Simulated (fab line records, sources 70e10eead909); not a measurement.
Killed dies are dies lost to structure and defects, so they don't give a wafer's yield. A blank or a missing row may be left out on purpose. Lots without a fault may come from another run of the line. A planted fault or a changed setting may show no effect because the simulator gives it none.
Which tool did it? | flow nand_harc | 13 lots, 39 wafers sampled, at 3 steps of a route of 1302

WHAT THE GAUGES READ, wafer by wafer
NHARC_P_START_INSPECT_01.
lot  | measured     | on                | raw_defect_count
L420 | day 2 06:02  | defect_inspect-01 | 3 1 3
L421 | day 2 16:02  | defect_inspect-02 | 6 3 4
L423 | day 3 12:02  | defect_inspect-02 | 2 7 6
L425 | day 4 08:03  | defect_inspect-01 | 7 4 3
L432 | day 7 06:02  | defect_inspect-02 | 4 3 3
L433 | day 7 16:02  | defect_inspect-02 | 1 1 3
L435 | day 8 12:02  | defect_inspect-02 | 7 2 5
L436 | day 8 22:02  | defect_inspect-02 | 2 1 1
L437 | day 9 08:02  | defect_inspect-01 | 2 3 3
L439 | day 10 04:02 | defect_inspect-02 | 5 1 2
L440 | day 10 14:03 | defect_inspect-01 | 2 5 11
L441 | day 11 00:02 | defect_inspect-01 | 3 2 4
L442 | day 11 10:02 | defect_inspect-01 | 5 1 1

NHARC_P_ZERO_WELL_CD_MEAS_24: target cd 720 nm.
lot  | measured     | on        | cd_nm (nm)
L420 | day 2 08:37  | cd_sem-03 | 723.3 720.5 721.4
L421 | day 2 18:34  | cd_sem-01 | 718.8 720.3 718.7
L423 | day 3 14:30  | cd_sem-03 | 706.5 707.0 707.7
L425 | day 4 10:41  | cd_sem-03 | 720.3 719.0 719.0
L432 | day 7 08:27  | cd_sem-01 | 719.7 718.4 720.3
L433 | day 7 18:29  | cd_sem-02 | 717.5 719.5 718.1
L435 | day 8 14:41  | cd_sem-01 | 720.1 720.0 721.1
L436 | day 9 00:34  | cd_sem-01 | 718.2 718.3 722.2
L437 | day 9 10:37  | cd_sem-01 | 718.9 719.1 717.4
L439 | day 10 06:28 | cd_sem-03 | 718.8 718.9 720.2
L440 | day 10 16:35 | cd_sem-02 | 718.6 720.2 718.5
L441 | day 11 02:28 | cd_sem-03 | 724.0 722.2 722.7
L442 | day 11 12:28 | cd_sem-03 | 719.6 715.5 719.3

WHICH TOOL RAN EACH LOT (tool, then ch and the chambers of the sampled wafers, then the start)
lot  | NHARC_P_ZERO_WELL_EXPOSE_21
L420 | krf_scanner-03 ch 0, day 2 08:28
L421 | krf_scanner-03 ch 0, day 2 18:25
L423 | krf_scanner-03 ch 0, day 3 14:21
L425 | krf_scanner-01 ch 0, day 4 10:32
L432 | krf_scanner-03 ch 0, day 7 08:17
L433 | krf_scanner-03 ch 0, day 7 18:20
L435 | krf_scanner-01 ch 0, day 8 14:32
L436 | krf_scanner-03 ch 0, day 9 00:25
L437 | krf_scanner-04 ch 0, day 9 10:28
L439 | krf_scanner-03 ch 0, day 10 06:19
L440 | krf_scanner-03 ch 0, day 10 16:26
L441 | krf_scanner-01 ch 0, day 11 02:19
L442 | krf_scanner-01 ch 0, day 11 12:19
- NHARC_P_ZERO_WELL_EXPOSE_21: exposes mask P NWELL, target cd 720 nm.

WHAT THE TOOLS THEMSELVES READ (means of the sampled wafers that have a number; where no wafer has one, the mark that the record gives instead)
The record holds no such reading with a usual standard deviation.

THE ANSWER, worked out from the rows above alone
Rule: what is usual is taken from the lots themselves. Put in order of their means at a reading, lots are off if they are a third of the lots or fewer, leave a main group of 4 or more, and stand apart from it by a gap of 3 or more times the standard deviation of the main group's means; of several such gaps the widest counts. A main group whose means are all the same, to the digits that the tables above print for the reading, isn't used. A lot without any number at a reading at which 4 lots or more have one is off too. The other lots that the step has rows for count as sound. The gauges are gone through in route order, then the tools' own readings, and for those a lot's mean is taken as printed above. The first step at which some lot is off is used, and at that step the reading that is off furthest; a lot without a number counts as furthest.
Off: L423, at NHARC_P_ZERO_WELL_CD_MEAS_24 (cd_nm). The main group: mean 719.7 nm, standard deviation 1.4.
A tool fits if, at a process step before that reading, it ran every lot that is off, and no sound lot after the first of them. The gauges at NHARC_P_ZERO_WELL_CD_MEAS_24 are tried like those tools. None of those tried fits.

WHAT THE SIMULATOR HAD PUT IN
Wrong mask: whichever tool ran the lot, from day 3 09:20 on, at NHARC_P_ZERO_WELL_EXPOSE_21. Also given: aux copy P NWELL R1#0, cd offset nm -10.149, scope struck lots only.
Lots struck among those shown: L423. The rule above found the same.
